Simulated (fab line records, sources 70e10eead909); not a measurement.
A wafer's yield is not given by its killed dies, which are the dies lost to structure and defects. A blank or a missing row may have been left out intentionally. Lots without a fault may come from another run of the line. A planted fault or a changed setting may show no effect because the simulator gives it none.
A struck lot beside a sound one | flow nand-harc | 14 out of 1302 route steps
Sound: wafers L742.2, L742.3, L742.4. Wafers struck: L749.1, L749.2, L749.5. Last of all comes the cause.
For every step that has rows: the tool of each side, followed by ch and its chambers, followed by its first start. Under that, the readings that differ: sound wafers | struck wafers | difference of the means | sigmas: that difference in standard deviations of wafers without a fault.
alike: same words and numbers on both sides, and readings whose means sit less than 2 such deviations apart. not compared: any withheld reading, any reading some wafer has no value for, any bound like >300 that may hide the same value, and any number with overlapping values for which the record gives no deviation.
The two part at a step that has a row with sigmas, a row that says differs or no value, or rows on one side only. Numbers that have no deviation but don't overlap get no sigmas and don't part them. Lack of a reading on every wafer of one side parts them only where that side has two or more wafers.

first, 6 steps without rows for these wafers: NHARC_A_SLIT_COAT_03 (resist thk 90 nm); NHARC_A_SLIT_SOFTBAKE_04 (time 55 s); NHARC_A_SLIT_EBR_05; NHARC_A_SLIT_EXPOSE_06 (exposes mask SLIT); NHARC_A_SLIT_PEB_07 (peb time 65 s); NHARC_A_SLIT_DEVELOP_08 (develop time 35 s).
NHARC_A_SLIT_CD_MEAS_09 targets a cd of 300 nm.
  sound on cd-sem-02 ch 0, day 20 05:07; struck on cd-sem-02 ch 0, day 23 07:51
  alike: cd-nm
NHARC_A_SLIT_OVL_MEAS_10:
  sound: overlay-01 at day 20 05:12; struck: overlay-02 at day 23 07:56
  alike: overlay-x-nm, overlay-y-nm
NHARC_A_SLIT_INSPECT_11:
  sound: defect-inspect-02 at day 20 05:14; struck: defect-inspect-02 at day 23 07:58
  reading          | sound    | struck   | difference | sigmas
  raw-defect-count | 20 14 23 | 67 67 72 | +50        | +2
NHARC_A_SLIT_DESCUM_14: chemistry O2, time 3 s.
  sound on rie-diel-09 ch 1,2,3, day 20 05:17; struck on rie-diel-05 ch 1,2, day 23 08:03
  reading                | sound                | struck               | difference | sigmas
  throttle-valve-pct (%) | 11.338 11.316 11.324 | 11.320 11.302 11.288 | -0.023     | -3
  alike: drypump-motor-current-A, oes-product-au, rf-vpp-V, showerhead-plenum-p-Torr
  not compared: rf-hours-counter-h
NHARC_A_SLIT_ETCH_24: etches the open film in CF4/CHF3, target depth 121 nm, time 60.5 s.
  sound on rie-diel-09 ch 1,2,3, day 20 05:23; struck on rie-diel-05 ch 0,1,2, day 23 08:08
  alike: bias-w, cf4-flow-sccm, drypump-motor-current-A, oes-product-au, rf-vpp-V, showerhead-plenum-p-Torr, throttle-valve-pct
  not compared: rf-hours-counter-h
NHARC_A_SLIT_ETCH_15: etches the open film in O2/COS, target depth 6200 nm, time 1612 s.
  sound: rie-diel-09 ch 0,1,3; struck: rie-diel-05 ch 1,3
  alike: bias-w, chamber-pressure-mTorr, drypump-motor-current-A, oes-product-au, rf-vpp-V, showerhead-plenum-p-Torr, throttle-valve-pct
  not compared: rf-hours-counter-h
NHARC_A_SLIT_ETCH_17: etches the open film in C4F8/O2/Ar, time 4254.5 s, target depth 20300 nm.
  sound on har-etch-02 ch 0,1, day 20 08:04; struck on har-etch-01 ch 0,1, day 23 09:18
  no value came back on the struck wafers for any of 6 readings (c4f8-flow-sccm (sccm), chamber-pressure-mTorr (mTorr) and others); on the sound wafers c4f8-flow-sccm (sccm) reads 83.25 83.33 83.08
  not compared: rf-hours-counter-h
NHARC_A_SLIT_ETCH_26: etches the open film in C4F8/O2/Ar, time 90 s, target depth 400 nm.
  sound on har-etch-02 ch 0,1, day 20 11:06; struck on har-etch-01 ch 0,1, day 23 12:58
  reading                         | sound          | struck         | difference | sigmas
  showerhead-plenum-p-Torr (Torr) | 3.96 3.96 3.96 | 3.66 3.52 3.52 | -0.39      | -2
  alike: bias-v, c4f8-flow-sccm, drypump-motor-current-A, he-backside-leak-sccm, throttle-valve-pct
  not compared: rf-hours-counter-h

WHERE THEY PART
Earliest at NHARC_A_SLIT_INSPECT_11; latest, in this record, at NHARC_A_SLIT_ETCH_26.

WHY: what had been put in by the simulator
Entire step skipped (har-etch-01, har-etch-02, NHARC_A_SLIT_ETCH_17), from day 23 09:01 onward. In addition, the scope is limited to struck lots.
